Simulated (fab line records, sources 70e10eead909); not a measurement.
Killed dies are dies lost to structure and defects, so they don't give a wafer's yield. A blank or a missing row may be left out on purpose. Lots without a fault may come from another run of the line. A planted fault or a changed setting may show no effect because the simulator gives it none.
Chamber matching | flow nand_harc | NHARC_A_M0_CMP_23 on cmp-01: 4 sister chambers
The step polishes, t overpolish 20 s, target thk 113.75 nm. 18 wafers are shown with their chamber, then 9 later ones without.

WAFERS WITH THEIR CHAMBER
wafer  | chamber | motor_current_A (A) | time_to_endpoint_s (s)
L074.1 | 3       | 11.5                | 26.6
L074.2 | 0       | 12.3                | 27.2
L074.3 | 1       | 12.6                | 24.7
L078.1 | 0       | 13.1                | 27.1
L078.4 | 2       | 11.5                | 27.9
L078.5 | 3       | 11.4                | 30.8
L082.2 | 1       | 12.0                | 28.2
L082.5 | 1       | 11.7                | 26.9
L082.6 | 0       | 12.9                | 24.5
L083.2 | 0       | 12.9                | 25.7
L083.4 | 2       | 10.9                | 27.9
L083.5 | 3       | 11.9                | 28.0
L085.2 | 1       | 11.4                | 26.3
L085.3 | 3       | 11.8                | 26.9
L085.4 | 2       | 10.9                | 24.8
L086.2 | 1       | 12.1                | 25.3
L086.3 | 0       | 12.7                | 27.1
L086.5 | 2       | 11.5                | 28.7

SIGNATURES (means of the wafers above)
reading            | chamber 0 | chamber 1 | chamber 2 | chamber 3 | scatter within a chamber
motor_current_A    | 12.780    | 11.960    | 11.200    | 11.650    | 0.349
time_to_endpoint_s | 26.320    | 26.280    | 27.325    | 28.075    | 1.54
Rule: a wafer's distance from a chamber is the root of the sum, over the readings, of the square of ((its reading less the chamber's mean) divided by the reading's scatter). The wafer belongs to the nearest chamber; if the next one is less than 2 further off, it can't be placed. The scatter: the root of (the sum of the squares of (reading less its chamber's mean) over the shown wafers, divided by (wafers less chambers)).

WAFERS WITHOUT THEIR CHAMBER
wafer  | motor_current_A (A) | time_to_endpoint_s (s)
L091.1 | 11.4                | 26.2
L091.3 | 12.7                | 27.4
L091.4 | 12.3                | 29.0
L095.1 | 11.5                | 32.2
L095.4 | 11.6                | 29.7
L095.5 | 12.4                | 29.6
L097.1 | 11.9                | 33.2
L097.4 | 11.8                | 30.6
L097.5 | 11.4                | 36.1

WHICH CHAMBER EACH WENT THROUGH
wafer  | from the rows above               | in truth
L091.1 | can't be placed: 2 or 3 or 1      | 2
L091.3 | can't be placed: 0 or 1           | 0
L091.4 | can't be placed: 3 or 1 or 0 or 2 | 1
L095.1 | can't be placed: 3 or 2 or 1      | 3
L095.4 | can't be placed: 3 or 2 or 1      | 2
L095.5 | can't be placed: 3 or 0 or 1 or 2 | 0
L097.1 | can't be placed: 3 or 2 or 1 or 0 | 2
L097.4 | can't be placed: 3 or 2 or 1      | 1
L097.5 | can't be placed: 3 or 2 or 1      | 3
Placed correctly: 0 of 9. Can't be placed from these rows: 9 (the true chamber is among the candidates in 9). Placed wrongly: 0.
